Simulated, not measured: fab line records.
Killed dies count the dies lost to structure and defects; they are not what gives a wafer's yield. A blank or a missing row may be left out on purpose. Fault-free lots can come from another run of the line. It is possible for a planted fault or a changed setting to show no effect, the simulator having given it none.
Problem report in the 8D (eight disciplines) form, filled by code -- flow nand-harc -- the parts of the form that need people (team, actions taken, sign-off) are left out

1. THE ISSUE
cd-nm at NHARC_A_CHANNEL_HOLE_D2_CD_MEAS_10 reads a mean of 109.8 nm on 6 wafers of 2 lots; wafers without a fault read 100.0 nm with a standard deviation of 0.54. That puts it +18 standard deviations away from the usual mean.
The step: target cd 100 nm.
First observed at day 17 06:43: wafer L285.1, on cd-sem-03. The record holds 42 wafers of 14 lots with a number at this step. By rule, "out" or "out of limits" means more than 4 standard deviations away from the usual mean. All remaining wafers that have a number are taken as sound.

2. WHAT IT IS; WHAT IT IS NOT
question,is,is not
which readings at this step,cd-nm,-
which lots,"L285, L287","L278, L279, L280, L281, L282, L283, L294, L295, L296, L298, L299, L300"
which wafers of those lots,all that have a number,-
read on which gauges,"cd-sem-02, cd-sem-03",cd-sem-01
when,from day 17 06:43,"up to then (18 sound wafers); but 18 sound wafers of L294, L295, L296, L298, L299, L300 came after"

3. SUSPECTS, AND WHAT RULES EACH OUT
Counting: a tool at a process step up to the reading stays a suspect if it ran every lot that is out and no sound lot after the first of them.
- ruled out: the gauge at NHARC_A_CHANNEL_HOLE_D2_CD_MEAS_10. Those wafers that are out were read across 2 gauges (cd-sem-02, cd-sem-03).
- litho-track-06 at NHARC_A_CHANNEL_HOLE_D2_PEB_08 (peb time 65 s): ruled out as a lasting fault. Following L285 (day 17 06:38), the first lot on it that is out, the sound lots L298, L300, L299 were run on it.
Left after counting: nothing in the record.

4. THE CAUSE (what the simulator had put in)
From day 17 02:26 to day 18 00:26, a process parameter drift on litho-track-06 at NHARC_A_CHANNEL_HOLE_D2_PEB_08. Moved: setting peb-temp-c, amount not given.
The count ruled it out by mistake, since the rule takes a fault to strike every lot its tool runs from the start of the fault on, and this one did not do so.

5. THE EFFECT CHAIN, in route order
Rows list readings where the struck wafers' mean (over those with a number) sits beyond 3 standard deviations from the usual. Scope: only readings with a usual standard deviation given in the record; hours: median across lots of the time from each lot's start at the first step in this table that gives one to its start at this step; sigmas: change in usual standard deviations.
hours,step,reading,usual,on struck wafers,change,sigmas
0,NHARC_A_CHANNEL_HOLE_D2_PEB_08,heater-power-total-W,156.6 W,164.7,+8.1,+19
0,NHARC_A_CHANNEL_HOLE_D2_PEB_08,plate-temp-C,99.99 C,103.66,+3.67,+31
0,NHARC_A_CHANNEL_HOLE_D2_CD_MEAS_10,cd-nm,100.0 nm,109.8,+9.8,+18
24,NHARC_A_CHANNEL_HOLE_D2_CD_MEAS_31,cd-nm,89.9 nm,99.9,+10.0,+7.7
28,NHARC_A_CHANNEL_HOLE_D2_XSEM_32,bot-cd-nm,74.4 nm,84.3,+9.9,+6.6
322,NHARC_END_WLT_00,VT_DECK2_BOTTOM,0.870,0.904,+0.034,+4.9
322,NHARC_END_WLT_00,VT_DECK2_BOTTOM_INNER,0.870,0.905,+0.035,+5.4
322,NHARC_END_WLT_00,VT_DECK2_MEDIAN_NEAR_BOTTOM,0.871,0.905,+0.034,+5.1
322,NHARC_END_WLT_00,VT_DECK2_MEDIAN_NEAR_BOTTOM_INNER,0.871,0.903,+0.032,+4.8
322,NHARC_END_WLT_00,VT_DECK2_MIDDLE,0.883,0.915,+0.032,+5.0
322,NHARC_END_WLT_00,VT_DECK2_MIDDLE_INNER,0.883,0.917,+0.034,+5.9
322,NHARC_END_WLT_00,VT_DECK2_TOP,0.895,0.923,+0.028,+4.9
322,NHARC_END_WLT_00,VT_DECK2_TOP_INNER,0.895,0.925,+0.030,+5.1
The process steps in it:
- NHARC_A_CHANNEL_HOLE_D2_PEB_08: peb time 65 s.
- NHARC_A_CHANNEL_HOLE_D2_XSEM_32

6. HOW IT WOULD HAVE BEEN CAUGHT EARLIER
The first out-of-limits reading at a measuring or inspecting step in this record came at day 17 06:43, 4 hours after the fault's start at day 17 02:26.
Tool's own readings at NHARC_A_CHANNEL_HOLE_D2_PEB_08, heater-power-total-W, plate-temp-C: out on all struck wafers the step has rows for; an alarm limit on them would have tripped on the first.
